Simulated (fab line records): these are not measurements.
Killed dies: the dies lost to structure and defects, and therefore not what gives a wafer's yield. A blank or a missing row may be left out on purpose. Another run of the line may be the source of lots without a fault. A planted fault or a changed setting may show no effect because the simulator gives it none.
Split-lot experiment | flow n5-finfet | 21 wafers read across 7 lots, on a route 1938 steps long

== THE SPLIT ITSELF ==
At N5_BEOL_M7_ILD_DEP_00 (deposits SiCOH lowk from DEMS/porogen, target thk 179.75 nm, time 33.4 s), the setting time-s was moved away from the recipe's 33.4 s on 4 of the 21 wafers read, by -8.5% to +11.9%. All remaining wafers had this setting at the recipe value.

== FROM SPLIT TO READING: 1 step shown by the file between the two ==
- N5_BEOL_M7_CURE_74: cures SiCOH lowk, time 240 s

== THE READING ==
M7_ILD_THK at N5_BEOL_M7_THK_MEAS_01, in nm. Fault-free wafers of this fab line usually give 155.7 nm, standard deviation 2.5 nm.

wafer  | tool, chamber at the split | time-s as run, s | against the recipe | M7_ILD_THK, nm | against lot-mates on the recipe
L074.2 | pecvd-03, 2                | 33.4             | recipe             | 156.0          | -
L074.4 | pecvd-03, 2                | 33.4             | recipe             | 156.6          | -
L074.6 | pecvd-03, 1                | 33.4             | recipe             | 154.5          | -
L076.1 | pecvd-02, 0                | 33.4             | recipe             | 151.7          | -
L076.2 | pecvd-02, 1                | 33.4             | recipe             | 150.2          | -
L076.4 | pecvd-02, 1                | 30.55            | -8.5%              | 140.9          | -10.0
L077.1 | pecvd-02, 2                | 33.4             | recipe             | 156.2          | -
L077.2 | pecvd-02, 0                | 33.4             | recipe             | 152.6          | -
L077.6 | pecvd-02, 1                | 33.4             | recipe             | 152.2          | -
L085.1 | pecvd-03, 0                | 33.4             | recipe             | 156.0          | -
L085.5 | pecvd-03, 2                | 33.4             | recipe             | 160.6          | -
L085.6 | pecvd-03, 0                | 33.4             | recipe             | 159.8          | -
L089.1 | pecvd-02, 0                | 33.4             | recipe             | 155.3          | -
L089.3 | pecvd-02, 1                | 33.4             | recipe             | 154.6          | -
L089.6 | pecvd-02, 0                | 33.4             | recipe             | 157.2          | -
L095.1 | pecvd-03, 1                | 35.99            | +7.8%              | 169.2          | +10.4
L095.2 | pecvd-03, 2                | 33.4             | recipe             | 158.8          | -
L095.6 | pecvd-03, 2                | 35.99            | +7.8%              | 174.3          | +15.5
L096.1 | pecvd-04, 1                | 33.4             | recipe             | 152.5          | -
L096.4 | pecvd-04, 1                | 33.4             | recipe             | 154.4          | -
L096.5 | pecvd-04, 1                | 37.37            | +11.9%             | 173.3          | +19.9

THE FIT
A straight line over all 21 wafers: M7_ILD_THK changes by +1.76 nm for each +1% of time-s; r = +0.92; the points scatter about the line by 3 nm.
The same after taking each lot's own level away (the mean of its wafers on the recipe; 21 wafers): +1.55 nm for each +1%; r = +0.97; scatter 1.7 nm.
Per that fit: largest time-s move, reading shift of 18 nm.
The lots' own levels span 150.95 to 158.80 nm, that is 3.1 times the standard deviation above.
In other words, the slope is changed by the lot-to-lot level; the two fits disagree.
Check: +17.8 nm against its lot-mates is what the line predicts for one of the wafers moved furthest among these (+11.9%) when that wafer is left out of the fit. It came out at +19.9 nm against them.

== THE OTHER SPLITS THESE WAFERS WENT THROUGH ==
These wafers also went through other splits before the reading. Each is held against what the fit with the lots' levels taken away leaves over:
other split on the same wafers    | wafers away from the commonest value | r with M7_ILD_THK (lot level and that fit taken away)
N5_BEOL_M4_DESCUM_33 time-s       | 8                                    | -0.13
N5_BEOL_M5_ILD_DEP_00 time-s      | 9                                    | +0.19
N5_BEOL_M5_HM_DEP_02 target-thk-a | 9                                    | -0.22

== THE WHOLE CHAIN: every reading that the file lists as answering this split, in the file's order ==
step                   | what it does                                                             | reading                                                                                  | change (the file's fit)              | r (the file's)
N5_BEOL_M7_ILD_DEP_00  | deposits SiCOH lowk from DEMS/porogen, target thk 179.75 nm, time 33.4 s | SiCOH_lowk_of_BEOL_M7_ILD_DEP_00.thk-nm (the simulator's own value, which no gauge read) | +1.76 nm for each +1% of the setting | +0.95
N5_BEOL_M7_CURE_74     | cures SiCOH lowk, time 240 s                                             | SiCOH_lowk_of_BEOL_M7_ILD_DEP_00.thk-nm (the simulator's own value, which no gauge read) | +1.54 nm for each +1% of the setting | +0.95
N5_BEOL_M7_THK_MEAS_01 |                                                                          | M7_ILD_THK                                                                               | +1.54 for each +1% of the setting    | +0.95

== THE FILE'S OWN FIT ==
M7_ILD_THK changes by +1.54 nm for each +1% of time-s, r = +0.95.
